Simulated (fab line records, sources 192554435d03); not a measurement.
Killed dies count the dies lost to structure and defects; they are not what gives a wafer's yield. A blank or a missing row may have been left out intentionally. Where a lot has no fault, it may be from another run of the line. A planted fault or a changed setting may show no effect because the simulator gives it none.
Split-lot trial	flow n5-finfet	7 lots, 21 wafers read, on a route of 1938 steps

ABOUT THE SPLIT
At N5_DUMMY_GATE_EXPOSE_12 (exposes mask GATE, target cd 25 nm), the setting dose-mj was moved away from the recipe's 34 on 5 of the 21 wafers read, by -7.4% to +5.4%. This setting was run at the recipe's value on the other wafers.

FROM THE SPLIT TO THE READING: what the file shows between them, 2 steps
- N5_DUMMY_GATE_PEB_13: peb time 60 s
- N5_DUMMY_GATE_DEVELOP_14: develop time 30 s

THE READING
Shown in nm: cd-nm at N5_DUMMY_GATE_CD_MEAS_15, with target cd 25.8 nm. Fault-free wafers of this fab line usually give 24.95 nm, standard deviation 0.25 nm.

wafer	tool, chamber at the split	dose-mj as run	against the recipe	cd-nm, nm	against lot-mates on the recipe
L074.1	euv-scanner-02, 0	31.48	-7.4%	26.62	+1.62
L074.5	euv-scanner-02, 0	34	recipe	25.17	-
L074.6	euv-scanner-02, 0	34	recipe	24.82	-
L079.2	euv-scanner-02, 0	34	recipe	25.39	-
L079.3	euv-scanner-02, 0	34	recipe	24.74	-
L079.5	euv-scanner-02, 0	32.61	-4.1%	25.94	+0.88
L082.1	euv-scanner-02, 0	35.82	+5.4%	23.63	-1.45
L082.2	euv-scanner-02, 0	34	recipe	24.59	-
L082.3	euv-scanner-02, 0	34	recipe	25.57	-
L084.2	euv-scanner-01, 0	34	recipe	25.16	-
L084.3	euv-scanner-01, 0	34	recipe	25.22	-
L084.5	euv-scanner-01, 0	34	recipe	25.02	-
L086.1	euv-scanner-02, 0	34	recipe	24.55	-
L086.2	euv-scanner-02, 0	34	recipe	24.88	-
L086.6	euv-scanner-02, 0	34	recipe	25.17	-
L091.1	euv-scanner-02, 0	35.63	+4.8%	23.87	-1.05
L091.3	euv-scanner-02, 0	35.63	+4.8%	24.29	-0.63
L091.5	euv-scanner-02, 0	34	recipe	24.92	-
L095.1	euv-scanner-02, 0	34	recipe	24.76	-
L095.2	euv-scanner-02, 0	34	recipe	24.74	-
L095.4	euv-scanner-02, 0	34	recipe	24.83	-

THE FIT
A straight line over all 21 wafers: cd-nm changes by -0.218 nm for each +1% of dose-mj; r = -0.91; the points scatter about the line by 0.27 nm.
The same after taking each lot's own level away (the mean of its wafers on the recipe; 21 wafers): -0.215 nm for each +1%; r = -0.92; scatter 0.25 nm.
On that fit, the largest move of dose-mj shifts the reading by 1.6 nm.
The span of the lots' own levels, 24.777 to 25.133 nm, comes to 1.4 times the standard deviation stated above.
The two slopes agree, so the slope changes little with the lot-to-lot level.
Check: +1.58 nm against its lot-mates is what the line predicts for one of the wafers moved furthest among these (-7.4%) when that wafer is left out of the fit. Against them it came out at +1.62 nm.

OTHER SPLITS ON THESE WAFERS
Before the reading, these wafers also passed through other splits. Each is held against what the fit with the lots' levels taken away leaves over:
other split on the same wafers	wafers away from the commonest value	r with cd-nm (lot level and that fit taken away)
N5_ZERO_LAYER_PECVD_02 time-s	10	-0.16
N5_ZERO_LAYER_EXPOSE_08 dose-mj	9	+0.10
N5_FIN_SAQP_SPACER1_ALD_24 temp-c	7	-0.17
N5_FIN_SAQP_COAT_68 spin-rpm	8	+0.17
N5_DUMMY_GATE_COAT_35 spin-rpm	3	+0.21

THE WHOLE CHAIN: every reading that the file lists as answering this split, in the file's order
step	what it does	reading	change (the file's fit)	r (the file's)
N5_DUMMY_GATE_CD_MEAS_15	target cd 25.8 nm	cd-nm	-0.222 nm for each +1% of the setting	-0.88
N5_DUMMY_GATE_TRIM_49	chemistry O2, time 29 s, target cd 14 nm	DUMMY_GATE.cd-nm (the simulator's own value, which no gauge read)	-0.219 nm for each +1% of the setting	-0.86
N5_DUMMY_GATE_ETCH_44	etches poly-Si in HBr/O2, stops on SiO2, target depth 127.5 nm	DUMMY_GATE.cd-nm (the simulator's own value, which no gauge read)	-0.211 nm for each +1% of the setting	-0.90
N5_DUMMY_GATE_ETCH_42	etches SiO2 in CHF3/O2, target depth 3.5 nm, time 31 s	DUMMY_GATE.cd-nm (the simulator's own value, which no gauge read)	-0.187 nm for each +1% of the setting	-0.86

THE FILE'S OWN FIT
cd-nm changes by -0.222 nm for each +1% of dose-mj, r = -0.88.
